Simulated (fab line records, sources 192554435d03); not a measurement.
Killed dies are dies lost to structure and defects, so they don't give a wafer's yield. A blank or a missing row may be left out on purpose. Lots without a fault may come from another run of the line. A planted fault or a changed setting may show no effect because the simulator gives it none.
fab line records | flow n5_finfet
record lots=6 wafers=18 last_day=15
route steps=1938 shown WELL_APT@35 PASSIVATION@1936
lots that met no fault: from a run of the same line without faults
start_h: hours from the record's first day to the start of the lot's first wafer shown | wait_h: hours since the lot's step before | " the same as in the row above | L1.1+2: a row that stands for several wafers | - no value, or no start given | * or withheld: withheld | < > ~ a bound
route shown NAME@n: a module of which the file shows steps, and the number in the route of the first | usual: mean/standard deviation of fault-free wafers | same: alike in all rows | chamber/n: place in a boat | sites: the reading at each site | _std_site: their standard deviation | _edge_site: outer sites' mean less inner sites' | radius_mm: how far each site lies from the wafer's centre | mask NAME#n: copy n | behind: the tool/chamber that last shaped the wafer | hold: why the lot was held/for how many hours/how that ended | device: the transistor (n, p or np) that didn't switch | end of line: the same wafers' tests at the end of the route | a step without rows: its recipe alone | killed: dies lost to structure and defects at the first sort, not the wafer's yield | map: a wafer's dies, x killed, . not, _ none there
set.NAME: the setting as run; set.NAME@STEP: as run at that earlier step | model.NAME: the simulator's own value behind a step, which no gauge read
lots at some steps of the route; a table a step, a row a wafer
services: from which hour (start_h, from the record's first day; less than 0 if before it) a tool's chamber was out of use, for how many hours, and why
## steps
# step N5_WELL_APT_HMDS_18
# recipe time_s=60 temp_c=120
# step N5_WELL_APT_COAT_19
# recipe spin_rpm=1357 resist_thk_nm=950
# step N5_WELL_APT_EBR_21
# recipe solvent=PGMEA ebr_width_mm=1.5
# step N5_WELL_APT_SOFTBAKE_20
# recipe temp_c=130 time_s=60
# step N5_WELL_APT_EXPOSE_22
# recipe mask_id=PWELL na=0.8 source_shape=conventional sigma_outer=0.8 polarization=unpolarized defocus_nm=0 target_cd_nm=200 dose_mj=23.2
# step N5_WELL_APT_PEB_23
# recipe peb_temp_c=130 peb_time_s=90
# step N5_WELL_APT_DEVELOP_24
# recipe develop_time_s=45 rinse_liquid=surfactant_rinse dry=air_spin dev_temp_c=21
# step N5_WELL_APT_HARDBAKE_29
# recipe temp_c=130 time_s=120
# step N5_WELL_APT_CD_MEAS_25
# recipe target_cd_nm=200 landing_energy_ev=500 detector=se_inlens
# usual cd_nm=200.3/1.4
# columns lot.wafer tool chamber start_h wait_h cd_nm
L350.1 cd_sem-03 0 62.75 - 200.1
L350.4 " 0 " " 200.2
L350.5 " 0 " " 199.9
L352.4 cd_sem-02 0 74.98 - 199.4
L352.5 " 0 " " 201.2
L352.6 " 0 " " 199.0
L353.1 cd_sem-03 0 81.31 - 201.9
L353.5 " 0 " " 200.6
L353.6 " 0 " " 199.6
L355.1 cd_sem-02 0 92.69 - 198.6
L355.4 " 0 " " 201.5
L355.5 " 0 " " 198.5
L356.2 cd_sem-03 0 98.97 - 197.4
L356.5 " 0 " " 197.7
L356.6 " 0 " " 199.2
L357.1 cd_sem-02 0 105.20 - 200.5
L357.2 " 0 " " 200.5
L357.4 " 0 " " 201.3
# step N5_WELL_APT_OVL_MEAS_26
# recipe points_per_wafer=44
# usual PWELL_OVL=4/5.3
# columns lot.wafer tool chamber start_h wait_h PWELL_OVL[nm]
L350.1 overlay-01 0 62.78 0.0 1
L350.4 " 0 " " -3
L350.5 " 0 " " 8
L352.4 overlay-01 0 75.01 0.0 1
L352.5 " 0 " " 3
L352.6 " 0 " " 6
L353.1 overlay-01 0 81.34 0.0 -5
L353.5 " 0 " " 2
L353.6 " 0 " " -8
L355.1 overlay-02 0 92.72 0.0 13
L355.4 " 0 " " 16
L355.5 " 0 " " 14
L356.2 overlay-01 0 99.00 0.0 1
L356.5 " 0 " " 8
L356.6 " 0 " " -3
L357.1 overlay-01 0 105.23 0.0 16
L357.2 " 0 " " 6
L357.4 " 0 " " 8
# step N5_WELL_APT_INSPECT_27
# recipe mode=adi inspect_instrument=macro
# usual raw_defect_count=1.9/1.3
# columns lot.wafer tool chamber start_h wait_h raw_defect_count
L350.1 defect_inspect-02 - 62.81 0.0 4
L350.4 " - " " 2
L350.5 " - " " 3
L352.4 defect_inspect-02 - 75.03 0.0 1
L352.5 " - " " 2
L352.6 " - " " 1
L353.1 defect_inspect-02 - 81.36 0.0 3
L353.5 " - " " 1
L353.6 " - " " 1
L355.1 defect_inspect-02 - 92.75 0.0 2
L355.4 " - " " 0
L355.5 " - " " 4
L356.2 defect_inspect-02 - 99.02 0.0 1
L356.5 " - " " 0
L356.6 " - " " 3
L357.1 defect_inspect-01 - 105.25 0.0 2
L357.2 " - " " 5
L357.4 " - " " 2
# step N5_WELL_APT_DESCUM_30
# recipe chemistry=O2 time_s=7.9 source_power_w=50 bias_power_w=20 pressure_mtorr=20 rf_frequency_hz=2.712e+07 temp_c=40 o2_flow_sccm=225
# usual drypump_motor_current_A=5.6/0.48 oes_product_au=0.80/0.1 rf_vpp_V=243.2/1.1 showerhead_plenum_p_Torr=2.10/0.051 throttle_valve_pct=20.38/0.27
# same time_s=7.9
# columns lot.wafer tool chamber start_h wait_h drypump_motor_current_A oes_product_au rf_hours_counter_h rf_vpp_V showerhead_plenum_p_Torr throttle_valve_pct
L350.1 rie_diel-06 3 62.84 0.0 5.0 0.75 182 243.1 2.08 20.53
L350.4 " 1 " " 5.3 0.68 235 246.0 2.15 20.80
L350.5 " 1 " " 5.3 0.69 - 244.9 2.15 20.78
L352.4 rie_diel-06 3 75.06 0.0 5.0 0.74 186 243.6 2.08 20.53
L352.5 " 0 " " 5.8 0.75 - 242.0 2.08 20.25
L352.6 " 1 " " 5.3 0.68 - 242.9 2.15 20.81
L353.1 rie_diel-02 2 81.40 0.0 5.0 0.82 69 242.9 2.12 20.53
L353.5 " 3 " " 5.9 0.97 - 245.1 2.23 20.11
L353.6 " 0 " " 5.0 0.67 - 239.8 1.98 20.62
L355.1 rie_diel-02 2 92.87 0.1 4.9 0.83 72 243.9 2.11 20.53
L355.4 " 0 " " 5.0 0.68 - 240.7 1.98 20.62
L355.5 " 2 " " 5.0 0.83 - 243.3 2.12 20.54
L356.2 rie_diel-06 3 99.06 0.0 5.0 0.72 194 242.2 2.08 20.54
L356.5 " 1 " " 5.3 0.67 - 243.9 2.15 20.82
L356.6 " 0 " " 5.8 0.73 - 241.5 2.07 20.26
L357.1 rie_diel-04 1 105.31 0.1 5.5 0.73 177 242.2 2.08 20.55
L357.2 " 3 " " 5.5 0.83 86 244.7 2.12 20.38
L357.4 " 0 " " 6.3 0.88 - 244.1 2.14 19.89
# step N5_WELL_APT_IMPLANT_31
# recipe species=B energy_kev=60 dose_cm2=1.5e+13 tilt_deg=0 rotation_deg=0
# usual dose_ions_cm2=1.5002e+13/1.5e+10 faraday_current_uA=190/3.8
# columns lot.wafer tool chamber start_h wait_h dose_ions_cm2 faraday_current_uA
L350.1 implanter-01 0 62.94 0.1 1.4994e+13 187
L350.4 " 0 " " 1.5012e+13 192
L350.5 " 0 " " 1.5021e+13 195
L352.4 implanter-02 0 75.25 0.2 1.4998e+13 189
L352.5 " 0 " " 1.4999e+13 196
L352.6 " 0 " " 1.5019e+13 194
L353.1 implanter-01 0 81.50 0.1 1.4978e+13 187
L353.5 " 0 " " 1.5003e+13 190
L353.6 " 0 " " 1.4993e+13 191
L355.1 implanter-01 0 92.97 0.1 1.9152e+13 243
L355.4 " 0 " " 1.9159e+13 236
L355.5 " 0 " " 1.9163e+13 242
L356.2 implanter-01 0 99.19 0.1 1.9142e+13 245
L356.5 " 0 " " 1.9135e+13 239
L356.6 " 0 " " 1.9157e+13 234
L357.1 implanter-02 0 105.41 0.1 1.4977e+13 197
L357.2 " 0 " " 1.4981e+13 196
L357.4 " 0 " " 1.4986e+13 187
# step N5_WELL_APT_IMPLANT_32
# recipe species=BF2 energy_kev=50 dose_cm2=2e+13 tilt_deg=0 rotation_deg=0
# step N5_PASSIVATION_PROBE_49
# usual killed_at_M0_to_M3=33/8.9 killed_at_M4_up=15/5.4 killed_at_contacts=13/5.8 killed_at_front_end=39/9.9 killed_at_other=3.2/2.9 killed_dies=102/15 killed_open=68/12 killed_short=34/7.6
# same gross_dies=1180 killed_at_back_side=0
# columns lot.wafer tool chamber start_h wait_h killed_at_M0_to_M3 killed_at_M4_up killed_at_contacts killed_at_front_end killed_at_other killed_dies killed_open killed_short
L355.1 prober-02 - 345.26 0.0 25 8 16 49 1 99 60 37
L355.4 prober-02 - 345.41 0.2 31 13 5 57 3 109 55 53
L355.5 prober-02 - 345.46 0.2 45 13 3 44 4 109 66 40
# killed by level:class
L355.1 MOL_CONTACT_COAG:geometric_particle:open=13 FIN_SAQP:geometric_particle:short=11 STI_FIN_REVEAL:geometric_particle:open=11 FIN_SAQP:geometric_particle:open=10 GATE_CUT:geometric_particle:short=6 BEOL_M0_SAQP:geometric_particle:short=6 BEOL_M0_SAQP:geometric_particle:open=6 GATE_CUT:geometric_particle:open=5
L355.4 FIN_SAQP:geometric_particle:short=23 STI_FIN_REVEAL:geometric_particle:open=11 FIN_SAQP:geometric_particle:open=8 BEOL_M2:geometric_particle:open=8 BEOL_M5:geometric_particle:short=6 BEOL_M0_SAQP:geometric_particle:short=5 BEOL_M0_SAQP:geometric_particle:open=4 BEOL_M1:geometric_particle:open=4
L355.5 FIN_SAQP:geometric_particle:short=13 BEOL_M2:geometric_particle:open=12 FIN_SAQP:geometric_particle:open=11 BEOL_M1:geometric_particle:open=10 STI_FIN_REVEAL:geometric_particle:open=7 BEOL_M0_SAQP:geometric_particle:open=7 BEOL_M0_SAQP:geometric_particle:short=5 GATE_CUT:geometric_particle:short=4
## services
# columns tool chamber start_h hours kind
rie_diel-02 3 40.15 - clean
rie_diel-02 3 40.15 - consumable_replace:focus_ring
rie_diel-02 3 40.15 - consumable_replace:showerhead
rie_diel-02 3 40.15 19.3 scheduled_down
rie_diel-02 3 40.15 19.3 vent_cycle
rie_diel-06 2 42.32 - clean
rie_diel-06 2 42.32 - consumable_replace:focus_ring
rie_diel-06 2 42.32 20.1 scheduled_down
rie_diel-06 2 42.32 20.1 vent_cycle
implanter-01 - 43.59 7.1 pm
rie_diel-06 - 60.80 0.3 repair
implanter-01 - 73.70 3.5 pm
rie_diel-02 1 85.19 - clean
rie_diel-02 1 85.19 - consumable_replace:focus_ring
rie_diel-02 1 85.19 23.3 scheduled_down
rie_diel-02 1 85.19 23.3 vent_cycle
## key
first_sign step=N5_WELL_APT_IMPLANT_31 reading=dose_ions_cm2 direction=up sigmas=99+ usual=1.5002e+13 struck=1.9151e+13
effect step=N5_WELL_APT_IMPLANT_31 reading=faraday_current_uA direction=up sigmas=13 usual=190 struck=240
met_at N5_WELL_APT_IMPLANT_31
struck_wafers L355.1,L355.4,L355.5,L356.2,L356.5,L356.6
tester_left_out L355,L356
onset_between 81.50 92.97
fault kind=process_parameter_drift tool=implanter-01 chamber=- onset_h=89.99 steps=N5_WELL_APT_IMPLANT_31 channel=dose_cm2 offset=4.1489e+12 shape=step end_h=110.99 acts_in=these_recipes_only stated=1.5e+13
# tester_left_out: of these lots the tester's yield and bins aren't shown, on N5 and GAA mostly nor the transistor test; their killed dies are dies lost to structure and defects alone, not to doping, threshold or leakage, so they don't give the yield
